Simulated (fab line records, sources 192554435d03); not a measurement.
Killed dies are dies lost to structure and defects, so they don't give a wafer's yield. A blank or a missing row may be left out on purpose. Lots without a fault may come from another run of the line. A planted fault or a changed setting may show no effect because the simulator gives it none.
Problem report in the 8D (eight disciplines) form, filled by code | flow n5_finfet | the parts of the form that need people (team, actions taken, sign-off) are left out

1. THE PROBLEM
killed_at_front_end at N5_PASSIVATION_PROBE_49 reads a mean of 1113 on 6 wafers of 2 lots; wafers without a fault read 38 with a standard deviation of 11. That is +98 standard deviations from the usual mean.
First seen on wafer L653.1, day 18 12:08, on prober-02. The record holds 36 wafers of 12 lots with a number at this step. Rule for "out", or "out of limits": more than 4 standard deviations from the usual mean. The other wafers with a number count as sound.

2. WHAT IT IS AND WHAT IT IS NOT
question                    | is                                              | is not
which readings at this step | killed_at_front_end, killed_dies, killed_on_rim | killed_at_M0_to_M3, killed_at_M4_up, killed_at_contacts, killed_at_other, killed_open, killed_short
which lots                  | L653, L654                                      | L637, L638, L639, L643, L646, L647, L648, L649, L651, L652
which wafers of those lots  | all that have a number                          | -
read on which tools         | prober-02                                       | prober-01
when                        | from day 18 12:08                               | up to then (30 sound wafers)

3. SUSPECTS, AND WHAT RULES EACH OUT
Counting: a tool at a process step up to the reading stays a suspect if it ran every lot that is out and no sound lot after the first of them.
- lpcvd-01 at N5_DUMMY_GATE_CVD_03 (deposits a-Si from SiH4, target thk 150 nm, time 8042 s): kept. It ran every lot that is out, first L653 (day 7 00:54), and no sound lot after that; its last sound lot up to then is L651 (day 6 14:16).
- prober-02 at N5_PASSIVATION_PROBE_49: kept. It ran every lot that is out, first L653 (day 18 12:08), and no sound lot after that; its last sound lot up to then is L652 (day 17 08:34). Its own readings are out on those wafers: killed_at_front_end, killed_dies, killed_on_rim.
Left after counting: lpcvd-01 at N5_DUMMY_GATE_CVD_03, prober-02 at N5_PASSIVATION_PROBE_49.

4. THE CAUSE (what the simulator had put in)
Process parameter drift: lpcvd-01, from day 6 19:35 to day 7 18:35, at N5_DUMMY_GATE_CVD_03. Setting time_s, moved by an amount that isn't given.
Counting left 2 suspects, and this tool is among them.

5. THE CHAIN OF EFFECTS, in route order
Each row: a reading whose mean over the struck wafers that have a number lies more than 3 standard deviations from the usual. Only readings for which the record gives a usual standard deviation are gone through. hours: the time from each lot's start at the first step in this table that gives one to its start at this step, as a median over the lots. sigmas: the change in usual standard deviations.
hours | step                    | reading             | usual | on struck wafers | change | sigmas
0     | N5_PASSIVATION_PROBE_49 | killed_at_front_end | 38    | 1113             | +1075  | +98
0     | N5_PASSIVATION_PROBE_49 | killed_dies         | 102   | 1180             | +1078  | +63
0     | N5_PASSIVATION_PROBE_49 | killed_on_rim       | 13    | 152              | +139   | +34
The process steps in it:
- N5_PASSIVATION_PROBE_49

6. WHAT WOULD HAVE CAUGHT IT SOONER
In this record the first reading out of limits was taken at day 18 12:08, 281 hours after the fault began at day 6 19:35.
All the lots that are out (2) had begun N5_DUMMY_GATE_CVD_03 on lpcvd-01 by day 18 12:08. A hold on the tool at that time would have spared none of them.
